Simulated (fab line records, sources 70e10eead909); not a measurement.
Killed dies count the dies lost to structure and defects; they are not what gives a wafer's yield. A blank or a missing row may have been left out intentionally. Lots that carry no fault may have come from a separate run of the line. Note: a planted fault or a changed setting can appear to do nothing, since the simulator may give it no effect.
Matching of chambers || flow nand-harc || NHARC_THIN_TSV_CMP_21 on cmp-03: 4 sister chambers
The step polishes, t overpolish 30 s, target thk 2000 nm. 4 wafers are shown with their chamber, then 7 later ones without.

== WAFERS WITH THEIR CHAMBER ==
{"wafer": "L395.2", "chamber": 3, "slurry-flow-ml-min": 149.2}
{"wafer": "L411.5", "chamber": 2, "slurry-flow-ml-min": 149.6}
{"wafer": "L410.1", "chamber": 0, "slurry-flow-ml-min": 150.9}
{"wafer": "L410.3", "chamber": 1, "slurry-flow-ml-min": 150.2}

== WAFERS WITH NO CHAMBER GIVEN ==
{"wafer": "L410.4", "slurry-flow-ml-min": 149.5}
{"wafer": "L412.1", "slurry-flow-ml-min": 149.4}
{"wafer": "L412.4", "slurry-flow-ml-min": 149.7}
{"wafer": "L412.5", "slurry-flow-ml-min": 150.0}
{"wafer": "L413.2", "slurry-flow-ml-min": 149.7}
{"wafer": "L413.3", "slurry-flow-ml-min": 150.0}
{"wafer": "L413.6", "slurry-flow-ml-min": 149.9}

== EACH ONE'S CHAMBER ==
{"wafer": "L410.4", "from the rows above": "can't be placed: 2 or 3", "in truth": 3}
{"wafer": "L412.1", "from the rows above": "can't be placed: 2 or 3", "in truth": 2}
{"wafer": "L412.4", "from the rows above": 2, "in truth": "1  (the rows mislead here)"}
{"wafer": "L412.5", "from the rows above": "can't be placed: 1 or 2", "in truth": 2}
{"wafer": "L413.2", "from the rows above": 2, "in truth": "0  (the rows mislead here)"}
{"wafer": "L413.3", "from the rows above": "can't be placed: 1 or 2", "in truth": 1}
{"wafer": "L413.6", "from the rows above": "can't be placed: 1 or 2", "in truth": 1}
0 of 7 placed correctly. Can't be placed from these rows: 5 (the true chamber is among the candidates in 5). Placed wrongly: 2.
How it was worked out, from the rows above alone: a wafer's distance from a chamber is the root of the sum, over the readings, of the square of ((its reading less the chamber's mean) divided by the reading's scatter). The wafer belongs to the nearest chamber; if the next one is less than 2 further off, it can't be placed. Each chamber's mean is taken over the wafers shown for it. The scatter: root of mean squared gap, hidden wafer to nearest shown wafer, with one shown wafer a chamber.
